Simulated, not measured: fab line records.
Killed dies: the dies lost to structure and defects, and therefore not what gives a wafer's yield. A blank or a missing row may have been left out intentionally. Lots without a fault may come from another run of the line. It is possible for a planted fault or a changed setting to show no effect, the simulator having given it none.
Matching of chambers ; flow nandHarc ; NHARC_P_M1_STRIP_18 on rieDiel-02 has 4 sister chambers
The step strips in N2/H2. 16 wafers are shown with their chamber, then 8 later ones without.

== EACH WAFER AND ITS CHAMBER ==
wafer;chamber;showerheadPlenumPTorr (Torr);drypumpMotorCurrentA (A);rfFwdPowerW (W)
L075.3;3;1.92;5.2;992
L075.4;2;2.10;5.8;999
L075.6;3;1.92;5.2;986
L077.1;0;2.04;5.8;987
L077.2;3;1.92;5.2;996
L077.4;1;2.04;5.5;993
L084.1;2;2.10;5.9;995
L084.3;3;1.92;5.2;1002
L084.6;1;2.04;5.5;995
L085.3;3;1.92;5.2;997
L085.4;0;2.03;5.8;990
L085.5;3;1.92;5.2;1000
L086.2;0;2.03;5.8;992
L086.4;1;2.04;5.5;994
L086.6;2;2.10;5.9;996
L089.1;2;2.10;5.9;996

SIGNATURES, as means of the wafers listed above
reading;chamber 0;chamber 1;chamber 2;chamber 3;scatter within a chamber
showerheadPlenumPTorr;2.0333;2.0400;2.1000;1.9200;0.00236
drypumpMotorCurrentA;5.800;5.500;5.875;5.200;0.025
rfFwdPowerW;989.67;994.00;996.50;995.50;3.99
Rule: a wafer's distance from a chamber is the root of the sum, over the readings, of the square of ((its reading less the chamber's mean) divided by the reading's scatter). If the next closest chamber is less than 2 further off than the closest, the wafer can't be placed; otherwise it belongs to the closest. The scatter is the square root of a quotient: the sum, over the shown wafers, of each reading's squared deviation from its chamber's mean, divided by wafers minus chambers.

== WAFERS WHOSE CHAMBER IS MISSING ==
wafer;showerheadPlenumPTorr (Torr);drypumpMotorCurrentA (A);rfFwdPowerW (W)
L089.2;2.04;5.5;1001
L089.4;2.03;5.8;997
L090.1;2.03;5.8;993
L090.2;2.04;5.5;995
L090.6;2.03;5.8;994
L096.2;2.10;5.9;999
L096.4;1.92;5.3;996
L096.6;2.10;5.8;1001

== THE CHAMBER EACH PASSED THROUGH ==
wafer;from the rows above;in truth
L089.2;1;1
L089.4;0;0
L090.1;0;0
L090.2;1;1
L090.6;0;0
L096.2;2;2
L096.4;3;3
L096.6;2;2
Correct placement for 8 of the 8. Can't be placed from these rows: 0. Number placed wrongly: 0.
